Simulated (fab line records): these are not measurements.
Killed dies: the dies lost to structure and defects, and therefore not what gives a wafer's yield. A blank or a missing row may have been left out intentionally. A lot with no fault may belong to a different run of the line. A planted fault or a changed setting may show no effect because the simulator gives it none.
Which tool was responsible? + flow nand harc + 15 lots, 45 wafers sampled, at 1 step of a route of 1302

== WHAT THE GAUGES SHOWED, per wafer ==
NHARC_A_M0_CD_MEAS_16.
| lot  | measured     | on        | cd nm (nm)     |
|------|--------------|-----------|----------------|
| L571 | day 23 08:40 | cd sem-03 | 81.3 79.9 79.8 |
| L572 | day 23 10:43 | cd sem-02 | 78.8 78.9 79.7 |
| L573 | day 23 15:15 | cd sem-02 | 80.0 79.8 80.3 |
| L574 | day 23 16:38 | cd sem-03 | 81.1 81.5 79.8 |
| L576 | day 24 06:31 | cd sem-02 | 81.2 80.6 80.6 |
| L580 | day 26 03:13 | cd sem-01 | 82.4 79.8 80.8 |
| L578 | day 26 11:53 | cd sem-03 | 79.5 81.5 80.5 |
| L577 | day 26 16:19 | cd sem-02 | 78.9 80.7 81.0 |
| L579 | day 26 16:56 | cd sem-03 | 79.0 80.6 80.7 |
| L583 | day 28 16:04 | cd sem-03 | 79.6 80.6 80.0 |
| L587 | day 29 04:44 | cd sem-01 | 80.4 80.5 80.8 |
| L586 | day 29 15:06 | cd sem-01 | 78.9 78.6 79.5 |
| L588 | day 29 16:54 | cd sem-03 | 79.5 79.2 79.2 |
| L590 | day 30 04:47 | cd sem-03 | 79.5 81.1 80.1 |
| L592 | day 32 18:26 | cd sem-01 | 78.9 80.5 79.5 |

== WHAT TOOL EACH LOT RAN ON (gives the tool, then ch and the chambers of the sampled wafers, and finally the start) ==
No process step before these readings appears in the record.

== WHAT THE TOOLS THEMSELVES READ (means of the sampled wafers that have a number; where no wafer has one, the mark that the record gives instead) ==
The record holds no such reading with a usual standard deviation.

== THE ANSWER, worked out from the rows above alone ==
Rule: usual is defined by the lots themselves. The widest of any qualifying gaps counts: lots, ordered by their means at a reading, are off when they make up no more than a third of the lots, leave a main group of 4 or more, and stand apart from it by 3 or more times the standard deviation of that group's means. The tables above print the reading to a certain number of digits; a main group whose means all agree to those digits is not used. Also off: a lot with no number at a reading for which 4 or more lots have one. The other lots that the step has rows for count as sound. The gauges are gone through in route order, then the tools' own readings, and for those a lot's mean is taken as printed above. The first step at which some lot is off is used, and at that step the reading that is off furthest; a lot without a number counts as furthest.
No lot is off on any of the readings shown, so nothing can be concluded from this.

== WHAT THE SIMULATOR HAD PUT IN ==
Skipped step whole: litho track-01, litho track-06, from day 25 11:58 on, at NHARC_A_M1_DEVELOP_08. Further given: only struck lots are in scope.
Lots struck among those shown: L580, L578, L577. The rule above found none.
